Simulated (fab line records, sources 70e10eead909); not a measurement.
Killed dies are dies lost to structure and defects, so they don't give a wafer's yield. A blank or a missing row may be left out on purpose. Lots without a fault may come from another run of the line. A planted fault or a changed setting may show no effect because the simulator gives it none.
fab line records | flow nand_harc
record lots=23 wafers=69 last_day=33
route steps=1302 shown A_STAIRCASE@844 A_SGD_CUT@906 A_SLIT@937 A_WL_FILL@954
lots that met no fault: from a run of the same line without faults
start_h: hours from the record's first day to the start of the lot's first wafer shown | wait_h: hours since the lot's step before | " the same as in the row above | L1.1+2: a row that stands for several wafers | - no value, or no start given | * or withheld: withheld | < > ~ a bound
route shown NAME@n: a module of which the file shows steps, and the number in the route of the first | usual: mean/standard deviation of fault-free wafers | same: alike in all rows | chamber/n: place in a boat | sites: the reading at each site | _std_site: their standard deviation | _edge_site: outer sites' mean less inner sites' | radius_mm: how far each site lies from the wafer's centre | mask NAME#n: copy n | behind: the tool/chamber that last shaped the wafer | hold: why the lot was held/for how many hours/how that ended | device: the transistor (n, p or np) that didn't switch | end of line: the same wafers' tests at the end of the route | a step without rows: its recipe alone | killed: dies lost to structure and defects at the first sort, not the wafer's yield | map: a wafer's dies, x killed, . not, _ none there
set.NAME: the setting as run; set.NAME@STEP: as run at that earlier step | model.NAME: the simulator's own value behind a step, which no gauge read
steps of the route over a sample of lots; a table a step, a row a wafer
services: from which hour (start_h, from the record's first day; less than 0 if before it) a tool's chamber was out of use, for how many hours, and why
## steps
# step NHARC_A_STAIRCASE_DEP_417
# recipe target_thk_a=600 step_coverage_pct=20 temp_c=400 target_thk_nm=60 flow_sccm=200 rf_w=450 material=Si3N4
# usual heater_power_outer_w=433/93 heater_power_w=705/100
# columns lot.wafer tool chamber start_h wait_h heater_power_outer_w heater_power_w
L074.1 pecvd-04 0 386.11 - 549 830
L074.4 " 0 " " 540 822
L074.3 " 1 " " 321 615
L075.3 pecvd-03 2 400.96 - 482 772
L075.1 " 0 " " 557 858
L075.5 " 1 " " 355 588
L077.2 pecvd-03 0 421.79 - 538 835
L077.3 " 1 " " 366 610
L077.1 " 2 " " 457 742
L076.2 pecvd-04 0 423.13 - 571 858
L076.5 " 0 " " 583 853
L076.4 " 1 " " 317 624
L078.6 pecvd-01 0 433.28 - 519 761
L078.4 " 1 " " 369 665
L078.5 " 2 " " 404 655
L079.1 pecvd-03 1 442.32 - 383 621
L079.6 " 1 " " 375 643
L079.4 " 2 " " 499 777
L080.1 pecvd-01 2 458.29 - 390 634
L080.4 " 2 " " 401 647
L080.5 " 0 " " 541 785
L081.3 pecvd-01 1 458.79 - 329 634
L081.5 " 2 " " 370 583
L081.4 " 0 " " 564 818
L083.3 pecvd-01 2 468.90 - 406 640
L083.6 " 1 " " 306 554
L083.5 " 2 " " 422 659
L082.4 pecvd-01 1 471.12 - 392 704
L082.5 " 2 " " 383 628
L082.6 " 0 " " 500 735
L084.3 pecvd-01 0 486.53 - 580 845
L084.4 " 1 " " 359 657
L084.6 " 2 " " 358 606
L085.1 pecvd-04 2 493.44 - 369 688
L085.5 " 1 " " 324 593
L085.6 " 2 " " 364 650
L086.1 pecvd-03 2 511.46 - 517 788
L086.4 " 0 " " 458 752
L086.5 " 1 " " 323 557
L087.2 pecvd-04 1 525.67 - 334 609
L087.3 " 2 " " 326 623
L087.5 " 2 " " 333 623
L088.3 pecvd-03 1 541.26 - 346 612
L088.1 " 0 " " 567 887
L088.4 " 2 " " 539 856
L089.2 pecvd-03 1 542.82 - 384 637
L089.1 " 2 " " 541 867
L089.6 " 1 " " 384 631
L090.2 pecvd-04 1 550.84 - 316 609
L090.5 " 0 " " 562 825
L090.4 " 1 " " 325 613
L092.1 pecvd-03 2 589.61 - 468 745
L092.6 " 2 " " 476 755
L092.4 " 0 " " 544 822
L094.3 pecvd-01 1 594.76 - 363 652
L094.4 " 1 " " 362 652
L094.5 " 0 " " 544 788
L093.2 pecvd-04 2 595.34 - 307 597
L093.4 " 0 " " 578 835
L093.6 " 2 " " 321 603
L095.2 pecvd-01 0 611.35 - 465 672
L095.6 " 1 " " 343 617
L095.4 " 2 " " 379 622
L096.3 pecvd-03 1 619.88 - 304 542
L096.1 " 2 " " 512 825
L096.6 " 2 " " 534 807
L097.1 pecvd-04 1 624.71 - 276 552
L097.4 " 2 " " 416 728
L097.5 " 1 " " 287 548
# step NHARC_A_SGD_CUT_ETCH_59
# recipe target_depth_a=2600 over_etch_frac=0.25 time_s=406.25 ion_energy_ev=200 n2_flow_sccm=150 h2_flow_sccm=150 ar_flow_sccm=0 rf_w=400 bias_w=150 chemistry=N2/H2
# usual drypump_motor_current_A=5.5/0.43 n2_flow_sccm=150.1/0.44 oes_product_au=0.999/0.0093 rf_vpp_V=431.1/2.9 showerhead_plenum_p_Torr=2.06/0.1 throttle_valve_pct=14.171/0.0085
# same over_etch_frac=0.25
# columns lot.wafer tool chamber start_h wait_h drypump_motor_current_A n2_flow_sccm oes_product_au rf_hours_counter_h rf_vpp_V showerhead_plenum_p_Torr throttle_valve_pct
L074.1 rie_diel-03 1 - - 6.0 149.1 1.015 9 428.8 1.92 14.159
L074.3 " 2 " " 5.9 149.8 1.010 8 434.9 2.16 14.169
L074.4 " 3 " " 6.1 150.5 1.014 10 434.9 2.18 14.165
L075.3 rie_diel-06 0 - - 5.3 149.9 0.999 10 428.9 1.98 14.142
L075.1 " 3 " " 5.9 149.9 0.983 9 430.7 2.01 14.164
L075.5 " 0 " " 5.3 150.2 0.995 - 428.1 1.98 14.155
L076.4 rie_diel-06 3 - - 5.9 149.1 0.994 11 429.4 2.01 14.180
L076.2 " 1 " " 5.7 150.4 0.985 12 432.7 2.10 14.159
L076.5 " 2 " " 5.1 149.7 0.991 - 433.7 2.18 14.190
L077.2 rie_diel-06 2 - - 5.1 149.6 0.990 12 434.8 2.17 14.173
L077.1 " 3 " " 6.0 150.0 0.983 11 430.4 2.01 14.180
L077.3 " 0 " " 5.3 150.5 0.996 12 429.0 1.98 14.163
L078.4 rie_diel-06 3 - - 5.9 149.9 0.990 12 430.7 2.01 14.164
L078.5 " 3 " " 6.0 150.1 0.989 - 430.1 2.01 14.184
L078.6 " 0 " " 5.2 150.9 0.999 - 428.3 1.98 14.183
L079.4 rie_diel-01 2 - - 5.8 149.6 1.014 5 426.6 1.92 14.174
L079.1 " 0 " " 5.4 149.2 0.993 6 431.8 2.06 14.170
L079.6 " 2 " " 5.8 150.6 1.016 - 427.9 1.92 14.176
L081.3 rie_diel-03 1 - - 6.1 149.4 1.009 1 426.6 1.92 14.169
L081.4 " 0 " " 5.2 149.8 0.995 1 426.4 1.94 14.168
L081.5 " 2 " " 5.9 150.3 0.999 - 432.5 2.16 14.168
L080.1 rie_diel-06 1 - - 5.7 150.2 1.001 0 431.9 2.10 14.171
L080.4 " 3 " " 5.9 150.4 1.008 0 429.8 2.01 14.168
L080.5 " 1 " " 5.7 150.3 1.002 - 432.2 2.10 14.167
L083.3 rie_diel-03 3 - - 6.1 150.8 1.011 3 434.8 2.18 14.170
L083.5 " 1 " " 6.1 149.3 0.996 - 428.2 1.92 14.170
L083.6 " 2 " " 5.9 150.8 0.996 - 434.4 2.16 14.161
L082.4 rie_diel-06 1 - - 5.7 149.5 0.993 2 431.0 2.10 14.176
L082.6 " 0 " " 5.2 149.8 1.008 - 429.5 1.98 14.178
L082.5 " 1 " " 5.8 149.8 0.994 - 433.0 2.10 14.175
L084.4 rie_diel-01 2 - - 5.7 150.6 1.005 8 428.0 1.92 14.179
L084.3 " 0 " " 5.4 149.5 0.977 7 429.1 2.06 14.176
L084.6 " 3 " " 4.8 150.7 0.992 - 434.6 2.20 14.156
L085.1 rie_diel-01 0 - - 5.4 150.6 0.982 8 430.8 2.06 14.172
L085.5 " 3 " " 4.9 150.1 0.998 - 434.4 2.20 14.174
L085.6 " 0 " " 5.4 150.3 0.981 - 431.7 2.06 14.164
L086.1 rie_diel-06 2 - - 5.1 149.9 0.987 4 433.1 2.17 14.182
L086.4 " 2 " " 5.1 149.9 0.990 - 433.6 2.17 14.161
L086.5 " 3 " " 6.0 149.4 0.994 - 430.4 2.01 14.165
L087.2 rie_diel-01 1 - - 4.9 149.9 1.010 0 432.7 2.14 14.180
L087.3 " 2 " " 5.8 150.4 1.006 0 427.4 1.92 14.175
L087.5 " 1 " " 4.9 150.1 1.012 - 432.5 2.14 14.178
L088.4 rie_diel-06 3 - - 5.9 150.7 0.994 7 430.0 2.01 14.179
L088.1 " 0 " " 5.3 150.0 1.012 7 427.7 1.98 14.161
L088.3 " 2 " " 5.1 150.0 1.001 6 435.3 2.17 14.166
L089.1 rie_diel-03 1 - - 6.0 149.7 1.001 7 427.9 1.92 14.164
L089.2 " 3 " " 6.1 149.7 1.002 7 434.4 2.18 14.170
L089.6 " 1 " " 6.1 150.1 1.005 - 427.0 1.92 14.154
L090.2 rie_diel-06 1 - - 5.8 150.0 1.001 7 432.0 2.10 14.165
L090.4 " 2 " " 5.1 150.3 1.002 8 434.8 2.17 14.160
L090.5 " 2 " " 5.1 149.8 0.998 - 434.7 2.17 14.181
L093.2 rie_diel-06 1 - - 5.7 150.0 0.994 11 432.6 2.10 14.170
L093.4 " 3 " " 6.0 149.5 0.988 12 429.5 2.01 14.183
L093.6 " 2 " " 5.1 150.7 0.983 - 433.5 2.17 14.186
L092.1 rie_diel-01 3 - - 4.8 150.0 0.990 3 435.9 2.20 14.177
L092.4 " 0 " " 5.4 150.0 1.000 3 430.5 2.06 14.164
L092.6 " 2 " " 5.7 149.8 0.998 - 426.8 1.92 14.178
L094.3 rie_diel-01 2 - - 5.8 150.3 0.999 3 426.6 1.92 14.177
L094.4 " 3 " " 4.8 149.9 0.996 3 435.5 2.20 14.173
L094.5 " 0 " " 5.4 150.2 0.986 - 431.7 2.06 14.172
L095.4 rie_diel-03 1 - - 6.0 150.6 1.000 0 427.6 1.92 14.164
L095.2 " 2 " " 5.9 150.0 0.999 0 432.9 2.16 14.167
L095.6 " 0 " " 5.2 149.5 1.002 - 429.5 1.93 14.163
L096.1 rie_diel-03 1 - - 6.0 150.0 0.992 1 427.2 1.92 14.177
L096.3 " 3 " " 6.1 150.1 1.004 2 435.3 2.18 14.164
L096.6 " 1 " " 6.1 149.4 0.997 - 427.6 1.92 14.176
L097.1 rie_diel-01 0 - - 5.4 150.5 0.998 5 432.0 2.06 14.193
L097.4 " 1 " " 4.9 150.5 0.998 5 433.7 2.14 14.174
L097.5 " 1 " " 4.9 150.5 1.005 - 434.7 2.14 14.178
# step NHARC_A_SGD_CUT_STRIP_28
# recipe time_s=20 o2_flow_sccm=500 ar_flow_sccm=0 bias_w=0 chemistry=O2
# usual drypump_motor_current_A=5.5/0.44 oes_product_au=0.998/0.0093 rf_vpp_V=57.9/0.95 showerhead_plenum_p_Torr=3.57/0.16 throttle_valve_pct=17.038/0.0099
# columns lot.wafer tool chamber start_h wait_h drypump_motor_current_A oes_product_au rf_hours_counter_h rf_vpp_V showerhead_plenum_p_Torr throttle_valve_pct
L074.3 rie_diel-01 0 - - 5.4 0.984 3 58.8 3.57 17.025
L074.4 " 1 " " 4.9 0.996 4 57.9 3.69 17.025
L074.1 " 3 " " 4.9 0.994 4 58.1 3.78 17.044
L075.3 rie_diel-03 1 - - 6.1 1.013 11 57.3 3.34 17.033
L075.1 " 3 " " 6.2 1.013 11 58.8 3.75 17.045
L075.5 " 2 " " 5.9 1.000 - 58.4 3.72 17.031
L077.1 rie_diel-01 2 - - 5.8 0.995 4 57.9 3.34 17.051
L077.3 " 0 " " 5.4 0.993 4 57.5 3.57 17.046
L077.2 " 1 " " 4.9 0.996 6 57.8 3.69 17.020
L076.2 rie_diel-06 3 - - 6.0 0.993 12 56.9 3.48 17.021
L076.4 " 0 " " 5.3 1.017 12 57.5 3.44 17.036
L076.5 " 2 " " 5.1 1.012 - 59.9 3.74 17.034
L078.4 rie_diel-03 3 - - 6.1 1.013 1 59.0 3.75 17.036
L078.6 " 3 " " 6.1 1.013 - 57.9 3.75 17.057
L078.5 " 0 " " 5.1 1.011 - 56.6 3.37 17.027
L079.1 rie_diel-03 3 - - 6.1 1.013 2 56.8 3.75 17.038
L079.4 " 1 " " 6.1 0.991 2 57.9 3.34 17.033
L079.6 " 0 " " 5.2 0.998 - 57.9 3.37 17.043
L081.3 rie_diel-06 1 - - 5.7 0.980 1 56.9 3.62 17.059
L081.4 " 3 " " 5.9 1.003 1 57.4 3.48 17.021
L081.5 " 1 " " 5.8 0.995 - 58.2 3.62 17.031
L080.4 rie_diel-03 2 - - 5.9 0.991 2 57.9 3.72 17.035
L080.1 " 3 " " 6.2 1.010 2 59.7 3.75 17.047
L080.5 " 0 " " 5.1 0.999 - 57.9 3.37 17.040
L083.3 rie_diel-06 2 - - 5.1 0.999 2 59.2 3.74 17.043
L083.5 " 1 " " 5.7 0.989 - 58.4 3.62 17.046
L083.6 " 2 " " 5.1 0.990 - 58.5 3.74 17.054
L082.4 rie_diel-01 3 - - 4.8 1.006 9 58.2 3.78 17.034
L082.5 " 2 " " 5.8 1.006 - 57.6 3.34 17.040
L082.6 " 3 " " 4.8 0.995 - 57.9 3.78 17.043
L084.4 rie_diel-06 3 - - 6.0 0.988 3 58.7 3.48 17.025
L084.3 " 2 " " 5.1 0.995 2 59.0 3.74 17.043
L084.6 " 3 " " 6.0 1.005 - 57.9 3.48 17.033
L085.1 rie_diel-01 2 - - 5.8 1.009 9 55.5 3.34 17.041
L085.6 " 3 " " 4.8 1.009 - 59.8 3.78 17.047
L085.5 " 0 " " 5.4 0.989 - 56.8 3.57 17.046
L086.4 rie_diel-06 1 - - 5.8 0.996 4 58.8 3.62 17.045
L086.1 " 2 " " 5.1 0.985 4 58.0 3.74 17.032
L086.5 " 0 " " 5.3 1.015 - 55.8 3.43 17.045
L087.3 rie_diel-01 3 - - 4.9 1.003 0 58.1 3.78 17.043
L087.2 " 0 " " 5.4 1.001 1 58.3 3.56 17.041
L087.5 " 3 " " 4.8 0.999 - 58.4 3.78 17.038
L088.3 rie_diel-06 2 - - 5.1 1.005 7 58.1 3.73 17.029
L088.4 " 0 " " 5.3 1.013 8 57.8 3.43 17.049
L088.1 " 1 " " 5.8 0.993 6 58.5 3.62 17.044
L089.2 rie_diel-01 1 - - 4.8 1.006 1 58.1 3.68 17.029
L089.1 " 3 " " 4.8 1.000 1 58.8 3.78 17.028
L089.6 " 0 " " 5.4 0.989 - 58.2 3.57 17.057
L090.4 rie_diel-03 3 - - 6.1 0.993 8 58.0 3.75 17.034
L090.2 " 0 " " 5.1 0.990 8 57.7 3.36 17.034
L090.5 " 0 " " 5.1 0.994 - 58.3 3.36 17.047
L093.2 rie_diel-06 3 - - 6.0 0.993 12 56.8 3.48 17.043
L093.4 " 0 " " 5.3 1.004 12 59.0 3.43 17.032
L093.6 " 0 " " 5.3 1.010 - 56.8 3.43 17.031
L092.4 rie_diel-01 1 - - 4.9 0.995 4 58.3 3.68 17.042
L092.1 " 0 " " 5.4 0.993 4 57.6 3.56 17.047
L092.6 " 2 " " 5.8 0.995 - 57.3 3.33 17.034
L094.4 rie_diel-03 1 - - 6.1 0.994 0 57.6 3.34 17.028
L094.3 " 2 " " 5.9 1.001 0 58.0 3.72 17.029
L094.5 " 0 " " 5.1 0.996 - 57.6 3.36 17.034
L095.4 rie_diel-03 3 - - 6.2 1.006 1 59.3 3.75 17.039
L095.2 " 0 " " 5.1 0.999 1 55.5 3.36 17.037
L095.6 " 3 " " 6.1 1.004 - 59.7 3.75 17.055
L096.1 rie_diel-06 1 - - 5.7 0.984 1 60.4 3.62 17.053
L096.3 " 3 " " 5.9 0.988 1 58.2 3.48 17.037
L096.6 " 2 " " 5.1 0.980 - 57.5 3.73 17.036
L097.1 rie_diel-01 1 - - 4.9 1.002 5 59.4 3.68 17.040
L097.4 " 3 " " 4.8 0.985 5 56.6 3.77 17.040
L097.5 " 0 " " 5.4 0.997 - 58.3 3.56 17.029
# step NHARC_A_SLIT_ETCH_24
# recipe target_depth_a=1210 time_s=60.5 cf4_flow_sccm=100 chf3_flow_sccm=30 ar_flow_sccm=0 rf_w=500 bias_w=200 chemistry=CF4/CHF3
# usual drypump_motor_current_A=5.4/0.44 oes_product_au=0.961/0.017 rf_vpp_V=370.0/2.6 showerhead_plenum_p_Torr=1.56/0.073 throttle_valve_pct=16.804/0.0087
# columns lot.wafer tool chamber start_h wait_h drypump_motor_current_A oes_product_au rf_hours_counter_h rf_vpp_V showerhead_plenum_p_Torr throttle_valve_pct
L074.4 rie_diel-05 2 441.76 0.1 6.3 0.932 1.4 371.1 1.58 16.802
L074.1 " 0 " " 5.6 0.956 1.3 369.0 1.53 16.812
L074.3 " 1 " " 5.3 0.945 0.1 367.4 1.47 16.817
L075.1 rie_diel-05 2 463.20 0.1 6.3 0.965 4.3 371.7 1.58 16.809
L075.3 " 1 " " 5.3 0.974 3.5 368.4 1.47 16.797
L075.5 " 2 " " 6.3 0.962 - 371.6 1.58 16.803
L076.4 rie_diel-05 1 476.23 0.1 5.3 0.971 4.6 367.6 1.47 16.805
L076.2 " 3 " " 5.0 0.980 4.5 373.1 1.65 16.805
L076.5 " 1 " " 5.3 0.958 - 366.4 1.47 16.800
L077.1 rie_diel-08 1 476.38 0.1 4.9 0.940 4.2 368.1 1.49 16.800
L077.3 " 2 " " 5.4 0.972 4.7 370.7 1.61 16.800
L077.2 " 0 " " 5.9 0.960 4.1 367.5 1.47 16.793
L078.4 rie_diel-08 3 490.08 0.1 4.8 0.988 5.5 371.7 1.61 16.812
L078.5 " 0 " " 5.8 0.989 - 366.7 1.47 16.807
L078.6 " 1 " " 4.9 0.956 - 367.7 1.49 16.811
L079.1 rie_diel-08 0 507.39 0.1 5.9 0.973 7.0 366.7 1.47 16.811
L079.4 " 2 " " 5.4 0.990 6.6 371.9 1.61 16.798
L079.6 " 0 " " 5.9 0.956 - 365.7 1.47 16.810
L081.3 rie_diel-05 2 511.97 0.1 6.3 0.960 7.0 370.9 1.58 16.796
L081.4 " 1 " " 5.3 0.969 7.2 367.3 1.47 16.801
L081.5 " 2 " " 6.3 0.959 - 372.1 1.58 16.795
L080.1 rie_diel-08 1 512.15 0.1 4.9 0.958 7.9 367.7 1.49 16.793
L080.5 " 0 " " 5.9 0.973 - 366.4 1.47 16.806
L080.4 " 3 " " 4.8 0.967 - 370.9 1.61 16.808
L082.4 rie_diel-07 2 524.08 0.1 5.9 0.987 1.6 372.4 1.66 16.816
L082.5 " 2 " " 5.9 0.983 - 373.0 1.66 16.816
L082.6 " 3 " " 5.3 0.941 - 374.8 1.68 16.806
L083.3 rie_diel-05 2 524.59 0.1 6.2 0.961 8.3 370.9 1.58 16.807
L083.6 " 0 " " 5.6 0.965 - 370.6 1.53 16.803
L083.5 " 2 " " 6.2 0.967 - 371.4 1.58 16.821
L084.3 rie_diel-05 1 542.51 0.1 5.3 0.971 9.3 366.7 1.47 16.800
L084.4 " 3 " " 5.0 0.941 9.1 372.5 1.65 16.795
L084.6 " 1 " " 5.3 0.973 - 366.4 1.47 16.803
L085.1 rie_diel-07 1 550.00 0.1 5.1 0.986 3.2 368.3 1.50 16.810
L085.5 " 2 " " 5.8 0.987 - 372.5 1.65 16.805
L085.6 " 3 " " 5.3 0.943 - 374.3 1.68 16.802
L086.1 rie_diel-08 3 572.47 0.1 4.9 0.968 1.1 372.4 1.61 16.793
L086.4 " 0 " " 5.9 0.991 0.8 368.1 1.47 16.814
L086.5 " 3 " " 4.9 0.961 - 371.9 1.61 16.799
L087.3 rie_diel-08 3 585.07 0.1 4.9 0.934 1.8 372.0 1.61 16.796
L087.2 " 0 " " 5.8 0.950 1.5 366.5 1.47 16.795
L087.5 " 2 " " 5.4 0.945 - 371.7 1.61 16.808
L088.1 rie_diel-05 0 597.34 0.1 5.5 0.974 0.5 369.3 1.53 16.795
L088.3 " 1 " " 5.3 0.949 0.8 365.1 1.47 16.806
L088.4 " 2 " " 6.3 0.957 0.7 369.7 1.58 16.806
L089.1 rie_diel-07 3 597.50 0.1 5.3 0.958 5.7 374.3 1.68 16.807
L089.2 " 1 " " 5.1 0.972 4.8 367.2 1.50 16.826
L089.6 " 0 " " 5.4 0.957 - 368.1 1.49 16.802
L090.4 rie_diel-07 0 607.46 0.1 5.4 0.954 5.5 366.4 1.49 16.811
L090.2 " 3 " " 5.3 0.957 6.5 374.0 1.68 16.800
L090.5 " 1 " " 5.1 0.970 - 369.4 1.50 16.800
L093.2 rie_diel-08 0 652.12 0.1 5.8 0.934 6.0 366.8 1.47 16.808
L093.6 " 2 " " 5.4 0.920 - 372.0 1.61 16.799
L093.4 " 0 " " 5.9 0.921 - 365.9 1.47 16.785
L092.1 rie_diel-05 0 652.77 0.1 5.6 0.975 2.6 369.9 1.52 16.808
L092.4 " 2 " " 6.3 0.962 3.7 371.5 1.58 16.795
L092.6 " 0 " " 5.6 0.977 - 367.8 1.52 16.802
L094.4 rie_diel-05 0 656.43 0.1 5.6 0.959 3.6 368.5 1.52 16.807
L094.3 " 2 " " 6.2 0.966 4.4 370.0 1.58 16.798
L094.5 " 0 " " 5.6 0.955 - 368.3 1.52 16.790
L095.2 rie_diel-08 1 669.84 0.1 4.9 0.937 6.0 366.0 1.48 16.819
L095.4 " 2 " " 5.4 0.958 6.8 372.2 1.61 16.812
L095.6 " 1 " " 4.8 0.934 - 366.9 1.48 16.804
L096.3 rie_diel-05 2 685.31 0.1 6.3 0.969 5.8 371.4 1.58 16.793
L096.1 " 0 " " 5.5 0.970 4.6 369.0 1.52 16.814
L096.6 " 2 " " 6.3 0.968 - 371.2 1.58 16.801
L097.4 rie_diel-07 2 686.43 0.1 5.9 0.939 0.8 373.1 1.65 16.791
L097.1 " 3 " " 5.3 0.974 0.7 376.4 1.68 16.799
L097.5 " 0 " " 5.4 0.968 - 369.1 1.49 16.800
# step NHARC_A_WL_FILL_ALD_02
# recipe target_thk_a=20 pulse_time_s=3 ald_cycles=100 temp_c=450 material=TiN
# usual heater_power_outer_w=755/97 heater_power_w=1197/190 precursor_pulse_height_rel=0.999/0.021
# columns lot.wafer tool chamber start_h wait_h heater_power_outer_w heater_power_w precursor_pulse_height_rel
L074.1 ald_metal-01 0 455.28 0.2 707 1156 1.023
L074.3 " 1 " " 694 998 1.021
L074.4 " 2 " " 681 1113 1.003
L075.1 ald_metal-03 3 476.59 0.2 800 1236 1.013
L075.3 " 0 " " 954 1604 0.964
L075.5 " 3 " " 784 1237 1.004
L077.3 ald_metal-04 3 489.59 0.1 728 1130 0.977
L077.2 " 0 " " 740 1168 0.997
L077.1 " 2 " " 647 1111 0.997
L076.2 ald_metal-03 1 489.72 0.2 679 1003 1.002
L076.4 " 2 " " 788 1188 1.034
L076.5 " 3 " " 793 1256 0.970
L078.4 ald_metal-04 2 503.85 0.2 674 1083 1.007
L078.5 " 0 " " 798 1210 0.992
L078.6 " 1 " " 637 1023 0.990
L079.1 ald_metal-01 2 520.87 0.2 699 1115 1.016
L079.4 " 3 " " 649 1058 1.007
L079.6 " 1 " " 664 1001 1.012
L081.4 ald_metal-03 0 525.51 0.1 991 1598 1.033
L081.3 " 2 " " 766 1230 1.009
L081.5 " 1 " " 697 1001 0.968
L080.4 ald_metal-04 3 525.68 0.1 741 1159 0.991
L080.1 " 0 " " 786 1194 0.985
L080.5 " 0 " " 778 1166 0.992
L082.4 ald_metal-01 0 537.50 0.1 739 1180 1.013
L082.6 " 0 " " 750 1154 1.008
L082.5 " 1 " " 666 976 1.018
L083.3 ald_metal-04 2 537.78 0.2 670 1111 1.032
L083.5 " 3 " " 744 1149 1.034
L083.6 " 0 " " 785 1179 0.985
L084.3 ald_metal-03 1 556.74 0.1 687 1012 0.985
L084.4 " 2 " " 794 1262 1.003
L084.6 " 1 " " 682 1028 0.987
L085.1 ald_metal-03 2 563.35 0.2 794 1239 0.983
L085.5 " 1 " " 692 994 0.959
L085.6 " 2 " " 758 1261 0.998
L086.4 ald_metal-03 2 590.46 0.1 807 1261 1.033
L086.1 " 1 " " 680 1002 1.013
L086.5 " 2 " " 775 1239 1.006
L087.3 ald_metal-03 3 599.07 0.1 806 1256 1.001
L087.2 " 2 " " 782 1237 0.985
L087.5 " 0 " " 971 1676 1.006
L088.3 ald_metal-03 2 610.79 0.1 802 1279 1.013
L088.4 " 3 " " 801 1242 0.996
L088.1 " 1 " " 672 1022 0.971
L089.1 ald_metal-04 0 610.97 0.2 780 1203 1.018
L089.2 " 2 " " 662 1106 1.028
L089.6 " 1 " " 638 1016 1.018
L090.2 ald_metal-04 3 623.02 0.2 743 1132 1.005
L090.4 " 0 " " 776 1183 1.025
L090.5 " 2 " " 664 1083 1.018
L093.4 ald_metal-04 3 666.32 0.1 755 1165 0.992
L093.2 " 0 " " 754 1175 0.973
L093.6 " 0 " " 752 1181 0.999
L092.4 ald_metal-01 3 666.48 0.1 690 1099 1.042
L092.1 " 1 " " 686 1002 1.007
L092.6 " 0 " " 745 1206 1.019
L094.4 ald_metal-03 1 674.01 0.1 689 1004 1.001
L094.3 " 3 " " 811 1246 1.024
L094.5 " 0 " " 1009 1637 1.019
L095.2 ald_metal-03 1 683.34 0.2 717 1047 1.030
L095.4 " 2 " " 786 1332 1.012
L095.6 " 0 " " 974 1677 0.958
L096.3 ald_metal-01 0 698.77 0.2 745 1194 1.027
L096.1 " 1 " " 663 1012 0.995
L096.6 " 3 " " 673 1110 1.004
L097.1 ald_metal-03 2 704.04 0.2 791 1297 0.985
L097.4 " 2 " " 793 1288 0.991
L097.5 " 3 " " 807 1273 1.051
# step NHARC_A_WL_FILL_ALD_10
# recipe target_thk_a=500 pulse_time_s=10 ald_cycles=500 temp_c=300 material=SiO2
# usual heater_power_outer_w=260/28 heater_power_w=466/39 precursor_pulse_height_rel=1.000/0.019
# columns lot.wafer tool chamber start_h wait_h heater_power_outer_w heater_power_w precursor_pulse_height_rel
L074.3 ald_hk-02 2 462.48 0.7 307 481 0.993
L074.1 " 3 " " 241 448 1.004
L074.4 " 0 " " 268 489 0.980
L075.1 ald_hk-02 0 486.47 0.1 272 500 1.032
L075.3 " 3 488.02 1.6 242 447 0.977
L075.5 " 1 489.05 2.6 219 398 1.020
L076.4 ald_hk-02 1 496.10 0.0 229 394 1.010
L076.2 " 0 497.69 1.6 269 498 0.989
L076.5 " 1 " " 224 412 1.002
L077.3 ald_hk-03 1 496.62 0.6 246 477 0.976
L077.1 " 2 " " 248 438 1.001
L077.2 " 3 " " 287 531 1.010
L078.4 ald_hk-03 0 511.40 1.1 255 488 0.996
L078.6 " 2 512.44 2.1 250 429 1.010
L078.5 " 3 " " 278 531 1.011
L079.4 ald_hk-04 1 528.47 0.1 234 438 1.016
L079.1 " 3 529.52 1.1 248 445 0.983
L079.6 " 1 530.56 2.1 243 436 0.991
L081.4 ald_hk-04 1 534.10 0.1 243 438 0.983
L081.3 " 0 535.63 1.6 291 485 0.987
L081.5 " 2 536.65 2.6 233 422 0.990
L080.4 ald_hk-02 0 537.37 3.3 266 488 1.000
L080.1 " 1 " " 227 403 1.050
L080.5 " 2 " " 309 509 0.976
L083.3 ald_hk-03 1 547.70 1.1 249 482 0.967
L083.6 " 3 548.74 2.2 292 529 1.020
L083.5 " 0 " " 259 474 0.963
L082.4 ald_hk-02 2 548.18 1.6 310 519 0.995
L082.6 " 3 " " 254 457 1.006
L082.5 " 0 " " 267 491 1.042
L084.3 ald_hk-02 1 566.41 0.0 223 396 1.011
L084.4 " 0 567.94 1.6 270 492 1.007
L084.6 " 1 " " 218 414 0.997
L085.1 ald_hk-04 3 573.33 0.6 247 457 0.992
L085.5 " 2 574.87 2.1 231 442 0.997
L085.6 " 3 " " 250 447 1.010
L086.4 ald_hk-04 0 597.46 0.6 290 491 0.994
L086.1 " 2 598.49 1.6 235 443 1.009
L086.5 " 0 599.53 2.6 286 489 1.023
L087.2 ald_hk-02 3 605.16 0.1 255 475 0.992
L087.3 " 1 607.20 2.1 221 411 1.000
L087.5 " 0 610.26 5.1 268 485 0.986
L088.3 ald_hk-02 1 620.07 0.0 219 411 1.002
L088.4 " 2 " " 313 511 1.007
L088.1 " 0 621.62 1.6 261 486 1.014
L089.1 ald_hk-03 2 620.07 0.1 235 417 0.994
L089.2 " 0 621.11 1.1 255 482 1.018
L089.6 " 2 622.15 2.1 227 402 1.014
L090.4 ald_hk-02 3 629.59 0.2 249 468 1.025
L090.2 " 0 " " 274 501 1.018
L090.5 " 0 632.14 2.7 276 484 1.029
L092.1 ald_hk-04 3 673.81 0.1 254 460 1.003
L092.4 " 2 675.35 1.6 227 425 0.987
L092.6 " 3 " " 256 469 0.989
L093.2 ald_hk-02 2 674.81 1.1 318 518 1.011
L093.4 " 3 675.82 2.1 250 472 1.004
L093.6 " 2 678.84 5.1 327 513 0.993
L094.4 ald_hk-03 2 680.54 0.0 233 426 0.967
L094.3 " 0 681.57 1.1 263 508 0.985
L094.5 " 2 682.59 2.1 232 419 1.013
L095.4 ald_hk-03 1 690.13 0.0 251 484 0.998
L095.2 " 2 " " 240 419 1.020
L095.6 " 2 692.72 2.6 229 427 1.016
L096.3 ald_hk-04 1 706.89 0.1 251 437 0.983
L096.1 " 2 " " 225 429 1.027
L096.6 " 1 708.93 2.1 244 465 1.001
L097.1 ald_hk-04 3 710.66 0.6 255 454 0.997
L097.4 " 0 " " 301 510 1.047
L097.5 " 3 712.72 2.6 261 461 0.979
## services
# columns tool chamber start_h hours kind
rie_diel-01 2 378.10 6.4 repair
rie_diel-01 - 380.86 9.0 pm
ald_metal-03 - 390.00 10.0 pm
rie_diel-03 1 393.66 8.5 repair
rie_diel-03 0 396.05 6.9 repair
ald_metal-03 0 405.07 21.8 repair
rie_diel-01 2 418.26 8.7 repair
rie_diel-01 0 420.49 13.5 repair
rie_diel-03 - 458.30 9.0 pm
rie_diel-06 - 475.82 0.4 repair
rie_diel-06 - 484.21 9.0 pm
ald_metal-03 2 506.74 7.9 repair
rie_diel-06 1 555.09 6.1 repair
rie_diel-01 - 557.86 9.0 pm
ald_metal-03 - 568.00 10.0 pm
rie_diel-01 3 569.20 2.0 repair
rie_diel-03 1 573.19 1.6 repair
rie_diel-06 - 582.68 0.1 repair
rie_diel-01 1 606.37 2.9 repair
rie_diel-01 0 621.37 1.2 repair
rie_diel-03 - 635.30 9.0 pm
rie_diel-06 - 661.37 9.0 pm
rie_diel-01 1 692.13 35.2 repair
rie_diel-01 2 694.17 5.2 repair
## key
fault none
